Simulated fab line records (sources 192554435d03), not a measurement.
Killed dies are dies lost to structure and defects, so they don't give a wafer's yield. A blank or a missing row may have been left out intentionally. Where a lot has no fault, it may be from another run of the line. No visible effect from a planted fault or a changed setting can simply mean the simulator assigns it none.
What tool caused it? / flow n5_finfet / 12 lots, 36 wafers sampled, at 2 steps of a route of 1938

== WHAT EACH GAUGE READ, for each wafer ==
N5_ILD0_THK_MEAS_04.
lot=L075; measured=day 3 21:13; on=film_metro-02; thk_nm (nm)=200.1 198.6 198.8
lot=L077; measured=day 4 07:10; on=film_metro-01; thk_nm (nm)=199.2 198.7 199.2
lot=L079; measured=day 4 21:36; on=film_metro-01; thk_nm (nm)=199.1 199.2 200.2
lot=L081; measured=day 5 09:45; on=film_metro-02; thk_nm (nm)=195.8 196.7 194.9
lot=L083; measured=day 5 19:32; on=film_metro-01; thk_nm (nm)=198.6 198.3 196.7
lot=L085; measured=day 6 09:02; on=film_metro-02; thk_nm (nm)=198.2 197.0 198.0
lot=L087; measured=day 6 19:01; on=film_metro-01; thk_nm (nm)=194.5 196.6 197.7
lot=L089; measured=day 7 09:03; on=film_metro-02; thk_nm (nm)=197.1 197.0 196.9
lot=L091; measured=day 7 21:11; on=film_metro-02; thk_nm (nm)=198.0 198.2 199.0
lot=L093; measured=day 8 09:59; on=film_metro-02; thk_nm (nm)=198.1 197.5 197.0
lot=L095; measured=day 8 21:56; on=film_metro-01; thk_nm (nm)=199.4 198.0 199.7
lot=L097; measured=day 9 10:49; on=film_metro-01; thk_nm (nm)=196.6 196.8 195.9

== WHAT TOOL EACH LOT RAN ON (gives the tool, then ch and the chambers of the sampled wafers, and finally the start) ==
lot=L075; N5_SD_ACTIVATION_RTA_00=rtp_anneal-01 ch 0, day 3 17:48
lot=L077; N5_SD_ACTIVATION_RTA_00=rtp_anneal-02 ch 0, day 4 03:33
lot=L079; N5_SD_ACTIVATION_RTA_00=rtp_anneal-01 ch 0, day 4 17:07
lot=L081; N5_SD_ACTIVATION_RTA_00=rtp_anneal-02 ch 0, day 5 06:19
lot=L083; N5_SD_ACTIVATION_RTA_00=rtp_anneal-01 ch 0, day 5 16:07
lot=L085; N5_SD_ACTIVATION_RTA_00=rtp_anneal-01 ch 0, day 6 05:37
lot=L087; N5_SD_ACTIVATION_RTA_00=rtp_anneal-02 ch 0, day 6 14:42
lot=L089; N5_SD_ACTIVATION_RTA_00=rtp_anneal-02 ch 0, day 7 05:20
lot=L091; N5_SD_ACTIVATION_RTA_00=rtp_anneal-02 ch 0, day 7 17:46
lot=L093; N5_SD_ACTIVATION_RTA_00=rtp_anneal-02 ch 0, day 8 06:34
lot=L095; N5_SD_ACTIVATION_RTA_00=rtp_anneal-02 ch 0, day 8 18:32
lot=L097; N5_SD_ACTIVATION_RTA_00=rtp_anneal-02 ch 0, day 9 06:00
- N5_SD_ACTIVATION_RTA_00: time 0 s.

== THE ANSWER, worked out from the rows above alone ==
Rule: the lots themselves supply what counts as usual. Put in order of their means at a reading, lots are off if they are a third of the lots or fewer, leave a main group of 4 or more, and stand apart from it by a gap of 3 or more times the standard deviation of the main group's means; of several such gaps the widest counts. The tables above print the reading to a certain number of digits; a main group whose means all agree to those digits is not used. A lot without any number at a reading at which 4 lots or more have one is off too. The other lots that the step has rows for count as sound.
None of the lots is off at any reading shown; this tells nothing.

== WHAT HAD BEEN PUT IN BY THE SIMULATOR ==
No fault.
